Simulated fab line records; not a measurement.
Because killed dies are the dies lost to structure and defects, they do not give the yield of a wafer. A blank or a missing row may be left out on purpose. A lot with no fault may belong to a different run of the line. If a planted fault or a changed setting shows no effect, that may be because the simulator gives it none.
Which tool did it? || flow nandHarc || 7 lots (21 wafers sampled), 1 step of a 1159-step route

## WHAT THE GAUGES SHOWED, per wafer
NHARC_A_BLC_INSPECT_12.
{"lot": "L437", "measured": "day 17 16:04", "on": "defectInspect-02", "rawDefectCount": "11 15 12"}
{"lot": "L441", "measured": "day 18 18:17", "on": "defectInspect-01", "rawDefectCount": "10 14 14"}
{"lot": "L438", "measured": "day 18 21:47", "on": "defectInspect-01", "rawDefectCount": "13 19 28"}
{"lot": "L445", "measured": "day 19 22:03", "on": "defectInspect-02", "rawDefectCount": "43 36 36"}
{"lot": "L450", "measured": "day 21 03:31", "on": "defectInspect-01", "rawDefectCount": "38 57 32"}
{"lot": "L451", "measured": "day 21 15:53", "on": "defectInspect-02", "rawDefectCount": "66 54 56"}
{"lot": "L456", "measured": "day 23 02:04", "on": "defectInspect-02", "rawDefectCount": "53 44 36"}

## WHICH TOOL RAN EACH LOT (tool, then ch and the chambers of the sampled wafers, then the start)
Record: no process step prior to these readings.

## THE ANSWER, worked out from the rows above alone
Rule: the usual values come from the lots themselves. The widest of any qualifying gaps counts: lots, ordered by their means at a reading, are off when they make up no more than a third of the lots, leave a main group of 4 or more, and stand apart from it by 3 or more times the standard deviation of that group's means. The tables above print the reading to a certain number of digits; a main group whose means all agree to those digits is not used. A lot without any number at a reading at which 4 lots or more have one is off too. All remaining lots with rows at the step are treated as sound.
Across all readings shown, no lot is off: no conclusion can be drawn from this.

## WHAT HAD BEEN PUT IN BY THE SIMULATOR
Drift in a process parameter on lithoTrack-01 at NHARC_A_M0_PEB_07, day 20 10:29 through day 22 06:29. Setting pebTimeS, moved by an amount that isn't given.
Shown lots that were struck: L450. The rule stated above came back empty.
